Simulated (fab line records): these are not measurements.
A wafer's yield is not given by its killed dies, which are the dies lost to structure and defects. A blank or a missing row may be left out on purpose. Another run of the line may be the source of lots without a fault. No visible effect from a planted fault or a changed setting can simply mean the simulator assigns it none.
Comparing a struck lot with a sound one	flow n5_finfet	38 steps out of a route of 1938
Sound: these wafers, L627.1, L627.4, L627.6. Struck: wafer L637.1. (L637.3, L637.5 of the same lot were not struck and are left out.) The cause comes at the end.
Per side, at each step with rows, come the tool, then ch with its chambers, and then its first start. Under that, the readings that differ: sound wafers	struck wafers	difference of the means	sigmas: that difference in standard deviations of wafers without a fault.
alike: words and numbers the same on both sides, and readings whose means are apart by under 2 such deviations; not compared: readings that were withheld, readings missing a value for some wafer, numbers with overlapping values and no deviation given by the record, and bounds like >300 which may hide the same value.
A row with sigmas, a row that says differs or no value, or rows on one side alone: a step with any of these is where the two part. Non-overlapping numbers with no deviation appear without sigmas and do not part them. Lack of a reading on every wafer of one side parts them only where that side has two or more wafers.

first, 9 steps without rows for these wafers: N5_BEOL_M8_DESCUM_33 (chemistry O2, time 7 s); N5_BEOL_M8_ETCH_72 (etches underlayer in N2/H2, target depth 6.5 nm, time 5.2 s); N5_BEOL_M8_ETCH_65 (etches SiARC in CF4, target depth 15.6 nm, time 26 s); N5_BEOL_M8_ETCH_66 (etches SOC in N2/H2, target depth 80 nm, overetch 16 nm, time 120 s); N5_BEOL_M8_STRIP_69 (strips in N2/H2); N5_BEOL_M8_STRIP_73 (strips in N2/H2); N5_BEOL_M8_VIA_ETCH_34 (etches SiCOH lowk in C4F6/O2, target depth 125.5 nm, time 50.5 s); N5_BEOL_M8_STRIP_76 (strips in C4F6/O2); N5_BEOL_M8_STRIP_36 (strips in N2/H2).
N5_BEOL_M8_TRENCH_ETCH_37: etches SiCOH lowk in C4F6/O2, target depth 93.478 nm, time 31.2 s.
  sound on rie_diel-03 ch 1,3, day 9 21:19; struck on rie_diel-03 ch 1, day 13 18:43
reading	sound	struck	difference	sigmas
model.BEOL_M8.feature_depth_nm (nm)	86 96.8 95	81	-12	
model.etch.depth_nm (nm)	85.97 96.84 95.09	81.06	-11.57	
  alike: drypump_motor_current_A, oes_o_777_au, oes_product_au, rf_vpp_V, showerhead_plenum_p_Torr, throttle_valve_pct
  not compared: rf_hours_counter_h
then, 2 steps without rows for these wafers: N5_BEOL_M8_ETCH_41 (etches SiCN in CH3F/O2, target depth 31.9 nm, time 57.8 s); N5_BEOL_M8_STRIP_80 (strips in N2/H2, time 10 s).
N5_BEOL_M8_OCD_MEAS_38:
  struck on ocd-02, day 13 18:52; sound on ocd-01, day 9 21:28
reading	sound	struck	difference	sigmas
trench_depth_nm (nm)	86.0 96.8 95.6	81.0	-11.8	-7
then, 13 steps without rows for these wafers: N5_BEOL_M8_HM_STRIP_39 (strips TiN in peroxide tin strip, target depth 25 nm, time 158 s); N5_BEOL_M8_SRD_40 (time 30 s); N5_BEOL_M8_PRECLEAN_42 (cleans in residue remover, time 60 s); N5_BEOL_M8_SRD_43 (time 30 s); N5_BEOL_M8_CURE_75 (cures SiCOH lowk, time 120 s); N5_BEOL_M8_DEGAS_44 (time 60 s); N5_BEOL_M8_PRE_CLEAN_45 (time 30 s); N5_BEOL_M8_ALD_77 (deposits TaN, target thk 2 nm, pulse time 2 s, purge time 3 s); N5_BEOL_M8_SURFACE_TREAT_79; N5_BEOL_M8_CVD_78 (deposits Co from CCTBA/H2, target thk 2 nm, time 142.3 s); N5_BEOL_M8_SPUTTER_48 (material Cu, target thk 10 nm, time 1.667 s); N5_BEOL_M8_ECD_50 (material Cu, target thk 300 nm); N5_BEOL_M8_ANNEAL_51 (time 90 s).
N5_BEOL_M8_CMP_52: polishes, stops on SiCOH lowk, t overpolish 6.9 s, target thk 80 nm.
  sound on cmp-04 ch 0,3, day 10 00:50; struck on cmp-04 ch 2, day 13 21:02
reading	sound	struck	difference	sigmas
retaining_ring_pressure_frac	1.003 1.004 1.004	0.992	-0.012	-2
model.Cu_of_BEOL_M8_ECD_50.thk_nm (nm)	72.2 84.4 81.4	66.8	-12.5	
  alike: barrier_field_endpoint_s, motor_current_A, overpolish_run_s, platen_rpm, time_to_endpoint_s
N5_BEOL_M8_THK_MEAS_53: measures by xrf.
  struck on film_metro-01, day 13 21:16; sound on film_metro-02, day 10 01:08
reading	sound	struck	difference	sigmas
M8_THK (nm)	71.1 83.1 80.3	65.1	-13.1	-6
then, 2 steps without rows for these wafers: N5_BEOL_M8_PRE_CLEAN_55 (time 15 s); N5_BEOL_M8_DEP_56 (deposits SiCN from 3MS/NH3, target thk 10 nm, time 17.5 s).
N5_BEOL_M8_RS_MEAS_57: a four-point-probe measurement.
  struck on film_metro-01, day 13 21:23; sound on film_metro-01, day 10 01:16
reading	sound	struck	difference	sigmas
M8_RS (ohm/sq)	0.323 0.268 0.279	0.355	+0.065	+7
then, 5 steps without rows for these wafers: N5_BEOL_M9_ILD_DEP_00 (deposits SiCOH lowk from DEMS/porogen, target thk 308.51 nm, time 58 s); N5_BEOL_M9_CURE_71 (cures SiCOH lowk, time 240 s); N5_BEOL_M9_PECVD_70 (deposits SiO2 from TEOS/O2, target thk 20 nm, time 22.7 s); N5_BEOL_M9_HM_DEP_02 (deposits TiN, target thk 20 nm); N5_BEOL_M9_COAT_59 (time 60 s, resist thk 100 nm).
-- a jump in the record: the struck wafers' starts before and after are 2 days apart (it breaks off in module BEOL_M9 and resumes in module BEOL_M15, where the first step shown is number 1830 of the route) --
N5_BEOL_M15_RC_MEAS_101:
  sound on prober-01 ch 0, day 12 09:31; struck on prober-02 ch 0, day 16 01:53
reading	sound	struck	difference	sigmas
COMB_M12 (S/m)	8e-12 8e-12 8.5e-12	4.7e-12	-3.5e-12	-2
SERP_M7 (ohm/um)	14.8 13.5 14.8	12.8	-1.6	-2
SERP_M8 (ohm/um)	14.6 12.2 13.0	17.5	+4.2	+6
SERP_M8_max_site (ohm/um)	15.5 12.9 14.0	18.2	+4.1	+5
  alike: etest_temp_c, COMB_M10, COMB_M11, COMB_M13, COMB_M14, COMB_M15, COMB_M5, COMB_M5_max_site, COMB_M6, COMB_M7, COMB_M8, COMB_M8_max_site, COMB_M9, SERP_M10, SERP_M10_max_site, SERP_M11, SERP_M11_max_site, SERP_M12, SERP_M13, SERP_M14, SERP_M5, SERP_M5_max_site, SERP_M6, SERP_M9, SERP_M9_max_site
N5_PASSIVATION_PROBE_49:
  struck on prober-01, day 16 16:14; sound on prober-01, day 12 22:08
reading	sound	struck	difference	sigmas
defect_limited_yield (%)	91.4 93.1 91.8	89.1	-3.0	-2
killed_at_M0_to_M3	18 16 36	49	+26	+3
killed_at_M4_up	8 9 10	31	+22	+4
killed_dies	102 81 97	129	+36	+2
killed_open	62 48 63	92	+34	+3
sort_bin_5_function (%)	5.3 3.8 5.2	7.3	+2.5	+3
  alike: killed_at_contacts, killed_at_front_end, killed_at_other, killed_short, sort_bin_6_memory, sort_n_pass, sort_yield_pct

## WHERE THEY PART
Last at N5_PASSIVATION_PROBE_49 as far as this record goes, first at N5_BEOL_M8_OCD_MEAS_38.

WHY: the cause the simulator had injected
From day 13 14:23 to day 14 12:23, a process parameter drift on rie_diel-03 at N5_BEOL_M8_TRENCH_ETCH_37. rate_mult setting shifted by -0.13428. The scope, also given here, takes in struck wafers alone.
